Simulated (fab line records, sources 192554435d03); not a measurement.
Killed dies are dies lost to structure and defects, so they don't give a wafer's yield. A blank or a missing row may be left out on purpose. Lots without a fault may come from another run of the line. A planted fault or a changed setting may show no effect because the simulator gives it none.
One fault seen from 2 desks | flow n5_finfet | each desk has only its own numbers; what lay behind them comes last

THE TOOL OWNER'S DESK: rie_diel-01
The tool's own readings at N5_BEOL_M2_TRENCH_ETCH_37 (etches SiOC in C4F6/O2, target depth 55.555 nm, time 29.2 s): means of the sampled wafers that have a number, for each lot that ran on this tool. A lot is out of limits, marked OUT, if its mean lies more than 4 standard deviations from the usual mean; the brackets give that distance.
Columns: A = C4F6_flow_sccm at N5_BEOL_M2_TRENCH_ETCH_37, usual 9.998 sccm; B = O2_flow_sccm at N5_BEOL_M2_TRENCH_ETCH_37, usual 10.00 sccm; C = drypump_motor_current_A at N5_BEOL_M2_TRENCH_ETCH_37, usual 5.8 A; D = oes_product_au at N5_BEOL_M2_TRENCH_ETCH_37, usual 0.83 a.u.; E = rf_vpp_V at N5_BEOL_M2_TRENCH_ETCH_37, usual 671 V; F = showerhead_plenum_p_Torr at N5_BEOL_M2_TRENCH_ETCH_37, usual 2.88 Torr; G = throttle_valve_pct at N5_BEOL_M2_TRENCH_ETCH_37, usual 21.00 %
lot  | first seen here | A      | B     | C   | D    | E   | F    | G
L627 | day 9 05:35     | 9.980  | 9.99  | 5.7 | 0.82 | 681 | 2.88 | 20.95
L630 | day 9 22:40     | 10.012 | 10.03 | 5.8 | 0.84 | 671 | 2.85 | 21.02
L632 | day 10 04:49    | 9.994  | 10.00 | 5.6 | 0.81 | 666 | 2.84 | 21.07
L631 | day 10 10:11    | 10.007 | 9.99  | 5.9 | 0.82 | 673 | 2.84 | 21.18
L638 | day 11 18:43    | 9.988  | 9.99  | 5.6 | 0.81 | 679 | 2.88 | 20.82
This desk's finding: nothing out of limits on any of the 5 lots.

THE METROLOGY DESK
What the gauges read, lot by lot, whatever tool the lot ran on: means of the sampled wafers that have a number. A lot is out of limits, marked OUT, if its mean lies more than 4 standard deviations from the usual mean; the brackets give that distance. Of its 11 readings 7 are shown: the one that was out of limits first, and those that lie furthest out on some lot.
Columns: A = trench_depth_nm at N5_BEOL_M2_OCD_MEAS_38, usual 55.5 nm; B = DIBL_N at N5_BEOL_M4_RC_MEAS_101, usual 37.2 mV/V; C = DIBL_P at N5_BEOL_M4_RC_MEAS_101, usual 37.5 mV/V; D = ION_N at N5_BEOL_M4_RC_MEAS_101, usual 681 uA/um; E = ION_P at N5_BEOL_M4_RC_MEAS_101, usual 469 uA/um; F = SS_N at N5_BEOL_M4_RC_MEAS_101, usual 71.7 mV/dec; G = SS_P at N5_BEOL_M4_RC_MEAS_101, usual 73.6 mV/dec
lot  | first seen here | A             | B    | C    | D   | E   | F    | G
L622 | day 8 00:21     | 0.1 (-61) OUT | -    | -    | -   | -   | -    | -
L623 | day 8 11:34     | 0.2 (-61) OUT | -    | -    | -   | -   | -    | -
L627 | day 9 05:44     | 55.7          | 37.1 | 39.6 | 683 | 467 | 72.2 | 74.3
L628 | day 9 10:46     | 55.7          | 37.9 | 37.7 | 684 | 467 | 71.5 | 74.3
L630 | day 9 22:50     | 55.6          | 38.4 | 38.8 | 681 | 465 | 72.1 | 73.8
L632 | day 10 04:58    | 55.6          | 37.1 | 36.8 | 671 | 464 | 72.1 | 74.0
L631 | day 10 10:21    | 55.0          | 37.9 | 39.6 | 686 | 477 | 71.8 | 73.9
L638 | day 11 18:53    | 55.6          | 35.6 | 37.5 | 681 | 470 | 71.1 | 73.2
This desk's finding: out of limits on L622, L623; first on L622, day 8 00:21 (trench_depth_nm at N5_BEOL_M2_OCD_MEAS_38). In limits: L627, L628, L630, L632, L631, L638.

PUT TOGETHER
The metrology desk could have raised an alarm at day 8 00:21, on L622, L623.
The tool owner's desk saw nothing out of limits.
The tool owner's desk has no number on record for L622, L623.
Of the lots named, all ran N5_BEOL_M2_TRENCH_ETCH_37 on rie_diel-01.

WHAT THE SIMULATOR HAD PUT IN
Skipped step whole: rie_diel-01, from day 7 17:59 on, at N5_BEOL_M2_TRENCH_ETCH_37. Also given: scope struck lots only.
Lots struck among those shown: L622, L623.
Hours from the fault's start to each desk's first reading out of limits: the metrology desk, 6.
